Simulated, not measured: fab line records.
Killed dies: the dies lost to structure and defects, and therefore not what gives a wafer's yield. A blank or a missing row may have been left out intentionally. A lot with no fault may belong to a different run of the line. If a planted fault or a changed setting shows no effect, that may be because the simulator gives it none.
Problem report, 8D (eight disciplines) form, completed by code + flow nand_harc + the parts of the form that need people (team, actions taken, sign-off) are left out

1. THE ISSUE
killed_dies at NHARC_END_SORT_01 reads a mean of 509 on 3 wafers of 2 lots; wafers without a fault read 31 with a standard deviation of 11. Relative to the usual mean, that is a shift of +43 standard deviations.
The first sign was on wafer L299.3 at day 26 00:00, on prober-02. The record has a number at this step for 6 wafers belonging to 2 lots. The rule behind "out" and "out of limits": a value lying over 4 standard deviations away from the usual mean. The other wafers with a number count as sound.

2. WHAT IT IS; WHAT IT IS NOT
| question                    | is                           | is not                                                            |
|-----------------------------|------------------------------|-------------------------------------------------------------------|
| which readings at this step | killed_dies, killed_at_array | killed_open, killed_short                                         |
| which lots                  | L299, L300                   | -                                                                 |
| which wafers of those lots  | L299.3, L299.6, L300.2       | L299.2, L300.1, L300.5                                            |
| read on which gauges        | prober-01, prober-02         | -                                                                 |
| when                        | from day 26 00:00            | up to then (1 sound wafer); but 2 sound wafers of L300 came after |

3. WHAT RULES OUT EACH SUSPECT
Counting: if a tool at a process step up to the reading ran every lot that is out, it stays a suspect. Sound lots after the first of them don't rule it out here, since some wafers of a struck lot are sound.
- the gauge at NHARC_END_SORT_01: ruled out. The wafers that are out were read on 2 gauges (prober-01, prober-02).
- cvd_w-02 at NHARC_A_WL_FILL_CVD_03 (deposits W, target thk 40 nm, time 3302 s): kept. It ran every lot that is out, first L299 (day 19 23:31).
- rtp_anneal-02 at NHARC_A_BONDPAD_ANNEAL_28 (time 90 s): kept. It ran every lot that is out, first L299 (day 24 18:21).
- The sound lot-mates ran in chamber 1 of cvd_w-02 at NHARC_A_WL_FILL_CVD_03, but the wafers that are out ran in chamber 0.
What counting leaves: cvd_w-02 at NHARC_A_WL_FILL_CVD_03 and rtp_anneal-02 at NHARC_A_BONDPAD_ANNEAL_28.

4. THE CAUSE (what the simulator had put in)
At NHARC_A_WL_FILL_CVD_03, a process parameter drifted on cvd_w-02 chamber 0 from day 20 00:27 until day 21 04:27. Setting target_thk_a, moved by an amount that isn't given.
Of the 2 suspects that counting leaves, this tool is one.

5. THE CHAIN OF EFFECTS, in route order
One row per reading whose mean, taken over the struck wafers that have a number, lies over 3 standard deviations from the usual. Only readings for which the record gives a usual standard deviation are gone through. hours: the time from each lot's start at the first step in this table that gives one to its start at this step, as a median over the lots. sigmas: the change in usual standard deviations.
| hours | step              | reading         | usual | on struck wafers | change | sigmas |
|-------|-------------------|-----------------|-------|------------------|--------|--------|
| 0     | NHARC_END_SORT_01 | killed_at_array | 28    | 503              | +475   | +43    |
| 0     | NHARC_END_SORT_01 | killed_dies     | 31    | 509              | +478   | +43    |

6. WHAT WOULD HAVE CAUGHT IT SOONER
The first out-of-limits reading at a measuring or inspecting step in this record came at day 26 00:00, 144 hours after the fault's start at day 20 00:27.
No tool reading at NHARC_A_WL_FILL_CVD_03 that has a usual standard deviation in the record was out on any struck wafer, so an alarm limit of 4 standard deviations on those readings would not have fired.
Each of the lots that are out, 2 in all, had begun NHARC_A_WL_FILL_CVD_03 on cvd_w-02 no later than day 26 00:00. Tool hold at that time: it would have spared none of them.
